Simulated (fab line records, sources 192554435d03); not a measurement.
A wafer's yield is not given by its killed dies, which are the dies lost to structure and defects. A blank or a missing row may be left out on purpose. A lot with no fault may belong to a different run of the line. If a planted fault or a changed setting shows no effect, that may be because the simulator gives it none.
Chamber matching / flow n5_finfet / N5_BEOL_M2_CO_CAP_55 on cvd_co-01 has 3 sister chambers
The step material Co, precursor CCTBA/H2, target thk 2 nm, time 102.1 s. 3 wafers are shown with their chamber, then 12 later ones without.

## EACH WAFER AND ITS CHAMBER
wafer=L088.4; chamber=0; heater_power_w (W)=260
wafer=L089.4; chamber=2; heater_power_w (W)=209
wafer=L089.6; chamber=1; heater_power_w (W)=297

## WAFERS WHOSE CHAMBER IS MISSING
wafer=L092.1; heater_power_w (W)=207
wafer=L092.4; heater_power_w (W)=210
wafer=L092.5; heater_power_w (W)=261
wafer=L093.1; heater_power_w (W)=258
wafer=L093.4; heater_power_w (W)=258
wafer=L093.6; heater_power_w (W)=206
wafer=L095.1; heater_power_w (W)=210
wafer=L095.2; heater_power_w (W)=252
wafer=L095.3; heater_power_w (W)=286
wafer=L095.4; heater_power_w (W)=298
wafer=L095.5; heater_power_w (W)=208
wafer=L095.6; heater_power_w (W)=251

## WHICH CHAMBER EACH ONE RAN IN
wafer=L092.1; from the rows above=2; in truth=2
wafer=L092.4; from the rows above=2; in truth=2
wafer=L092.5; from the rows above=0; in truth=0
wafer=L093.1; from the rows above=0; in truth=0
wafer=L093.4; from the rows above=0; in truth=0
wafer=L093.6; from the rows above=2; in truth=2
wafer=L095.1; from the rows above=2; in truth=2
wafer=L095.2; from the rows above=0; in truth=0
wafer=L095.3; from the rows above=1; in truth=1
wafer=L095.4; from the rows above=1; in truth=1
wafer=L095.5; from the rows above=2; in truth=2
wafer=L095.6; from the rows above=0; in truth=0
Correct placement for 12 of the 12. Not placeable from these rows: 0. Number placed wrongly: 0.
How it was worked out, from the rows above alone: a wafer's distance from a chamber is the root of the sum, over the readings, of the square of ((its reading less the chamber's mean) divided by the reading's scatter). If the next closest chamber is less than 2 further off than the closest, the wafer can't be placed; otherwise it belongs to the closest. The mean given for a chamber averages the wafers shown for that chamber. The scatter: with one shown wafer a chamber, the root of the mean of the squares of how far each hidden wafer lies from its nearest shown one.
